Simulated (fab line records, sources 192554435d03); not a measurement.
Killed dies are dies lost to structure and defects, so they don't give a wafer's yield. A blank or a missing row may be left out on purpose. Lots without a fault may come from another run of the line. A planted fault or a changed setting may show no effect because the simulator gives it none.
fab line records | flow n5_finfet
record lots=4 wafers=12 last_day=15
route steps=1938 shown BEOL_M6@1212 PASSIVATION@1936
lots that met no fault: from a run of the same line without faults
start_h: hours from the record's first day to the start of the lot's first wafer shown | wait_h: hours since the lot's step before | " the same as in the row above | L1.1+2: a row that stands for several wafers | - no value, or no start given | * or withheld: withheld | < > ~ a bound
route shown NAME@n: a module of which the file shows steps, and the number in the route of the first | usual: mean/standard deviation of fault-free wafers | same: alike in all rows | chamber/n: place in a boat | sites: the reading at each site | _std_site: their standard deviation | _edge_site: outer sites' mean less inner sites' | radius_mm: how far each site lies from the wafer's centre | mask NAME#n: copy n | behind: the tool/chamber that last shaped the wafer | hold: why the lot was held/for how many hours/how that ended | device: the transistor (n, p or np) that didn't switch | end of line: the same wafers' tests at the end of the route | a step without rows: its recipe alone | killed: dies lost to structure and defects at the first sort, not the wafer's yield | map: a wafer's dies, x killed, . not, _ none there
set.NAME: the setting as run; set.NAME@STEP: as run at that earlier step | model.NAME: the simulator's own value behind a step, which no gauge read
lots at some steps of the route; a table a step, a row a wafer
services: from which hour (start_h, from the record's first day; less than 0 if before it) a tool's chamber was out of use, for how many hours, and why
## steps
# step N5_BEOL_M6_ETCH_62
# recipe chemistry=N2/H2 target=SOC target_depth_a=1100 overetch_a=220 mask_material=SiARC temp_c=40 time_s=165 ion_energy_ev=200 pressure_mtorr=30 source_w=840 bias_w=150 n2_flow_sccm=200 h2_flow_sccm=200
# step N5_BEOL_M6_STRIP_68
# recipe chemistry=N2/H2 temp_c=40 n2_flow_sccm=200 h2_flow_sccm=200 rf_frequency_hz=6e+07
# step N5_BEOL_M6_STRIP_67
# recipe chemistry=CF4 resist=SiARC power_w=300 bias_power_w=75 pressure_mtorr=50 cf4_flow_sccm=150 rf_frequency_hz=6e+07
# step N5_BEOL_M6_HM_OPEN_17
# recipe chemistry=Cl2/BCl3 target_depth_a=200 overetch_a=60 target=TiN mask_material=SOC ion_energy_ev=150 pressure_mtorr=10 icp_w=1000 bias_w=126 Cl2_flow_sccm=53.25 bcl3_flow_sccm=21.75 Ar_flow_sccm=25
# step N5_BEOL_M6_STRIP_19
# recipe chemistry=O2 power_w=400 temp_c=40 pressure_mtorr=30 rf_frequency_hz=6e+07 bias_power_w=0 overash_fraction=0.2 o2_flow_sccm=225
# step N5_BEOL_M6_COAT_63
# recipe resist=SOC temp_c=250 time_s=60 spin_rpm=1500 resist_thk_nm=60
# step N5_BEOL_M6_COAT_64
# recipe resist=SiARC temp_c=220 time_s=60 spin_rpm=1500 resist_thk_nm=12
# step N5_BEOL_M6_COAT_71
# recipe resist=underlayer temp_c=205 time_s=60 spin_rpm=1500 resist_thk_nm=5
# step N5_BEOL_M6_COAT_22
# recipe resist=CAR-EUV spin_rpm=1500 resist_thk_nm=30
# step N5_BEOL_M6_EBR_24
# recipe solvent=PGMEA ebr_width_mm=1.5
# step N5_BEOL_M6_SOFTBAKE_23
# recipe temp_c=110 time_s=60 resist=CAR-EUV
# step N5_BEOL_M6_EXPOSE_25
# recipe mask_id=V5 na=0.33 source_shape=annular sigma_inner=0.4 sigma_outer=0.8 polarization=unpolarized target_cd_nm=40 dose_mj=45
# usual exposure_dose_mJ_cm2=44.90/0.048 reticle_temp_C=22.98/0.11
# columns lot.wafer tool chamber start_h wait_h mask exposure_dose_mJ_cm2 reticle_temp_C
L132.2 euv_scanner-01 0 197.27 - V5#0 44.96 23.00
L132.3 " 0 " " V5#0 44.96 23.09
L132.5 " 0 " " V5#0 44.91 23.08
L137.2 euv_scanner-01 0 230.65 - V5#0 45.65 22.99
L137.4 " 0 " " V5#0 45.60 22.92
L137.5 " 0 " " V5#0 45.60 22.91
L138.1 euv_scanner-01 0 233.24 - V5#0 45.45 22.90
L138.3 " 0 " " V5#0 45.46 22.90
L138.4 " 0 " " V5#0 45.46 22.94
L143.2 euv_scanner-02 0 276.74 - V5#0 44.92 23.02
L143.3 " 0 " " V5#0 44.97 23.03
L143.6 " 0 " " V5#0 44.88 23.05
# step N5_BEOL_M6_PEB_26
# recipe peb_temp_c=100 peb_time_s=60 resist=CAR-EUV
# step N5_BEOL_M6_DEVELOP_27
# recipe develop_time_s=30 developer=TMAH resist=CAR-EUV rinse_liquid=surfactant_rinse dry=air_spin dev_temp_c=23
# step N5_BEOL_M6_DESCUM_33
# recipe chemistry=O2 time_s=7 source_power_w=50 bias_power_w=20 pressure_mtorr=20 rf_frequency_hz=2.712e+07 temp_c=40 resist=CAR-EUV o2_flow_sccm=225
# usual drypump_motor_current_A=5.6/0.43 oes_product_au=0.80/0.079 rf_vpp_V=243.2/1.3 showerhead_plenum_p_Torr=2.10/0.056 throttle_valve_pct=20.46/0.22
# columns lot.wafer tool chamber start_h wait_h drypump_motor_current_A oes_product_au rf_hours_counter_h rf_vpp_V showerhead_plenum_p_Torr throttle_valve_pct model.BEOL_M6.cd_nm
L132.2 rie_diel-02 0 197.52 0.0 5.2 0.91 30 242.5 2.04 20.30 40
L132.3 " 1 " " 6.2 0.75 131 242.2 2.08 20.45 39.8
L132.5 " 0 " " 5.2 0.92 - 243.5 2.04 20.31 39.8
L137.2 rie_diel-03 2 230.90 0.0 5.5 0.76 151 244.4 2.16 20.40 40
L137.4 " 3 " " 6.2 0.83 - 242.8 2.13 20.37 40.4
L137.5 " 2 " " 5.5 0.76 - 243.9 2.16 20.41 40.2
L138.1 rie_diel-06 3 233.65 0.2 4.9 0.88 34 242.2 2.04 20.53 40.6
L138.3 " 2 " " 5.4 0.89 39 244.8 2.20 19.94 40.4
L138.4 " 0 " " 5.8 0.70 232 244.2 2.07 20.40 40.2
L143.2 rie_diel-06 1 276.99 0.0 5.4 0.67 227 246.4 2.16 20.81 39.8
L143.3 " 0 " " 5.8 0.69 242 242.4 2.06 20.39 40
L143.6 " 1 " " 5.3 0.67 - 243.7 2.16 20.80 39.8
# step N5_BEOL_M6_ETCH_72
# recipe chemistry=N2/H2 target=underlayer target_depth_a=65 mask_material=CAR-EUV time_s=5.2 ion_energy_ev=200 pressure_mtorr=30 source_w=840 bias_w=150 n2_flow_sccm=200 h2_flow_sccm=200 ends=cleared
# step N5_BEOL_M6_ETCH_65
# recipe chemistry=CF4 target=SiARC target_depth_a=156 mask_material=CAR-EUV time_s=26 ion_energy_ev=80 pressure_mtorr=40 source_w=545 bias_w=36 Ar_flow_sccm=100 cf4_flow_sccm=100 ends=cleared
# step N5_BEOL_M6_ETCH_66
# recipe chemistry=N2/H2 target=SOC target_depth_a=800 overetch_a=160 mask_material=SiARC temp_c=40 time_s=120 ion_energy_ev=200 pressure_mtorr=30 source_w=840 bias_w=150 n2_flow_sccm=200 h2_flow_sccm=200
# step N5_BEOL_M6_STRIP_69
# recipe chemistry=N2/H2 temp_c=40 n2_flow_sccm=200 h2_flow_sccm=200 rf_frequency_hz=6e+07
# step N5_BEOL_M6_STRIP_73
# recipe chemistry=N2/H2 temp_c=40 n2_flow_sccm=200 h2_flow_sccm=200 rf_frequency_hz=6e+07
# step N5_BEOL_M6_VIA_ETCH_34
# recipe chemistry=C4F6/O2 target=SiCOH_lowk target_depth_a=1263 mask_material=SOC taper_deg=4 time_s=50.9 ion_energy_ev=250 pressure_mtorr=30 source_w=345 bias_w=185 Ar_flow_sccm=300 C4F6_flow_sccm=10 O2_flow_sccm=10
# usual drypump_motor_current_A=5.6/0.43 oes_product_au=0.81/0.079 rf_vpp_V=667/13 showerhead_plenum_p_Torr=2.86/0.078 throttle_valve_pct=20.96/0.21
# columns lot.wafer tool chamber start_h wait_h drypump_motor_current_A oes_product_au rf_hours_counter_h rf_vpp_V showerhead_plenum_p_Torr throttle_valve_pct model.BEOL_M6.cd_nm
L132.2 rie_diel-02 0 197.70 0.0 5.2 0.93 30 672 2.81 20.89 40
L132.3 " 1 " " 6.2 0.76 131 653 2.84 20.88 40.2
L132.5 " 0 " " 5.2 0.91 - 672 2.81 20.89 40
L137.2 rie_diel-03 2 231.08 0.0 5.5 0.75 152 694 2.96 21.04 40.2
L137.4 " 3 " " 6.2 0.81 - 645 2.87 20.70 40
L137.5 " 2 " " 5.5 0.75 - 692 2.96 21.05 40.4
L138.1 rie_diel-06 3 233.83 0.0 4.9 0.87 34 650 2.77 20.99 40.2
L138.3 " 2 " " 5.4 0.90 39 674 3.01 20.50 40
L138.4 " 0 " " 5.8 0.69 232 670 2.81 20.81 40
L143.2 rie_diel-06 1 277.17 0.0 5.3 0.68 227 659 2.94 21.30 40
L143.3 " 0 " " 5.8 0.68 243 668 2.81 20.85 40.2
L143.6 " 1 " " 5.3 0.68 - 658 2.94 21.30 40
# step N5_BEOL_M6_STRIP_76
# recipe chemistry=C4F6/O2 resist=SiARC rf_frequency_hz=6e+07
# step N5_PASSIVATION_PROBE_49
# usual defect_limited_yield=91.0/1.4 killed_at_M0_to_M3=35/10 killed_at_M4_up=13/6 killed_at_contacts=13/6.4 killed_at_front_end=42/12 killed_at_other=3.2/2.4 killed_dies=107/17 killed_open=69/13 killed_short=33/7.3 sort_bin_5_function=5.3/0.92 sort_bin_6_memory=3.3/0.66 sort_n_pass=1073/17 sort_yield_pct=90.9/1.4
# same gross_dies=1180 killed_at_back_side=0 sort_bin_4_leakage[%]=0 sort_bin_8_speed[%]=0
# columns lot.wafer tool chamber start_h wait_h defect_limited_yield[%] killed_at_M0_to_M3 killed_at_M4_up killed_at_contacts killed_at_front_end killed_at_other killed_dies killed_open killed_short sort_bin_5_function[%] sort_bin_6_memory[%] sort_n_pass sort_yield_pct[%]
L137.2 prober-01 - 318.07 0.1 90.5 56 10 10 30 6 112 73 33 6.6 2.7 1068 90.5
L137.4 prober-01 - 318.17 0.2 90.4 49 25 5 33 1 113 76 25 5.2 3.5 1067 90.4
L137.5 prober-01 - 318.22 0.2 90.5 37 10 13 43 9 112 73 36 5.9 3.4 1068 90.5
L143.2 prober-02 - 369.01 0.1 92.5 28 12 9 31 8 88 45 33 3.9 3.3 1092 92.5
L143.3 prober-02 - 369.06 0.1 90.6 41 7 17 38 8 111 67 34 5.4 3.6 1069 90.6
L143.6 prober-02 - 369.21 0.3 92.3 37 11 6 32 5 91 59 28 4.2 3.6 1089 92.3
# killed by level:class
L137.2 BEOL_M2:geometric_particle:open=12 BEOL_M0_SAQP:geometric_particle:open=11 BEOL_M0_SAQP:geometric_particle:short=10 DUMMY_GATE:geometric_particle:open=6 BEOL_M0:geometric_particle:open=6 BEOL_M3:geometric_particle:open=6 FIN_SAQP:geometric_particle:open=5 MOL_CONTACT_COAG:geometric_particle:short=5
L137.4 BEOL_M4:geometric_particle:open=15 BEOL_M3:geometric_particle:open=10 BEOL_M1:geometric_particle:open=9 FIN_SAQP:geometric_particle:open=7 BEOL_M0_SAQP:geometric_particle:open=7 HKMG_FIN:area_etch=7 BEOL_M0:geometric_particle:open=6 DUMMY_GATE:geometric_particle:open=5
L137.5 STI_FIN_REVEAL:geometric_particle:open=12 MOL_CONTACT_COAG:geometric_particle:open=8 BEOL_M3:geometric_particle:open=8 BEOL_M1:geometric_particle:open=7 BEOL_M2:geometric_particle:open=7 DUMMY_GATE:geometric_particle:open=5 STI_FIN_REVEAL:geometric_particle:short=4 GATE_CUT:geometric_particle:short=4
L143.2 FIN_SAQP:geometric_particle:short=11 FIN_SAQP:geometric_particle:open=6 MOL_CONTACT_COAG:geometric_particle:open=6 BEOL_M3:geometric_particle:open=5 BEOL_M0_SAQP:geometric_particle:short=4 BEOL_M0_SAQP:geometric_particle:open=4 STARTING-WAFER:geometric_particle:open=4 BEOL_M1:geometric_particle:open=4
L143.3 MOL_CONTACT_COAG:geometric_particle:open=14 FIN_SAQP:geometric_particle:open=12 BEOL_M0_SAQP:geometric_particle:short=12 FIN_SAQP:geometric_particle:short=8 BEOL_M1:geometric_particle:open=8 BEOL_M0_SAQP:geometric_particle:open=7 MIM_TOP_ETCH:geometric_particle:open=6 STI_FIN_REVEAL:geometric_particle:open=3
L143.6 FIN_SAQP:geometric_particle:short=11 BEOL_M1:geometric_particle:open=9 FIN_SAQP:geometric_particle:open=8 BEOL_M0_SAQP:geometric_particle:short=8 MOL_CONTACT_COAG:geometric_particle:open=5 BEOL_M0_SAQP:geometric_particle:open=4 BEOL_M2:geometric_particle:open=4 BEOL_M3:geometric_particle:open=4
## services
# columns tool chamber start_h hours kind
rie_diel-06 - 178.23 14.6 pm
euv_scanner-02 0 182.37 - calibration
euv_scanner-02 - 196.60 1.0 pm
euv_scanner-02 - 201.21 0.3 repair
euv_scanner-02 - 204.10 0.3 repair
euv_scanner-01 - 204.61 4.6 pm
rie_diel-06 2 210.88 4.2 repair
euv_scanner-02 - 211.08 0.7 repair
euv_scanner-01 - 219.21 1.0 pm
rie_diel-03 0 221.15 - clean
rie_diel-03 0 221.15 - consumable_replace:focus_ring
rie_diel-03 0 221.15 - consumable_replace:showerhead
rie_diel-03 0 221.15 18.5 scheduled_down
rie_diel-03 0 221.15 18.5 vent_cycle
euv_scanner-02 - 228.79 0.1 repair
rie_diel-03 1 239.65 - clean
rie_diel-03 1 239.65 - consumable_replace:focus_ring
rie_diel-03 1 239.65 15.2 scheduled_down
rie_diel-03 1 239.65 15.2 vent_cycle
rie_diel-06 - 246.45 15.6 pm
euv_scanner-01 - 250.33 40.3 repair
euv_scanner-02 - 266.79 1.0 pm
rie_diel-03 1 272.43 3.8 repair
## key
first_sign step=N5_BEOL_M6_EXPOSE_25 reading=exposure_dose_mJ_cm2 direction=up sigmas=13 usual=44.90 struck=45.54
effect none on later readings
model_effect step=N5_BEOL_M6_DESCUM_33 value=BEOL_M6.cd_nm without=39.93 struck=40.3
model_effect step=N5_BEOL_M6_VIA_ETCH_34 value=BEOL_M6.cd_nm without=39.83 struck=40.13
met_at N5_BEOL_M6_EXPOSE_25
struck_wafers L137.2,L137.4,L137.5,L138.1,L138.3,L138.4
loop_trim step=N5_BEOL_M6_EXPOSE_25 setting=dose lots=L138
onset_between 197.27 230.65
fault kind=process_parameter_drift tool=euv_scanner-01 chamber=- onset_h=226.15 steps=N5_BEOL_M6_EXPOSE_25 channel=dose_mj offset=0.7388 shape=step acts_in=these_recipes_only stated=45
# loop_trim: a control loop set the setting to another value than it would have without faults
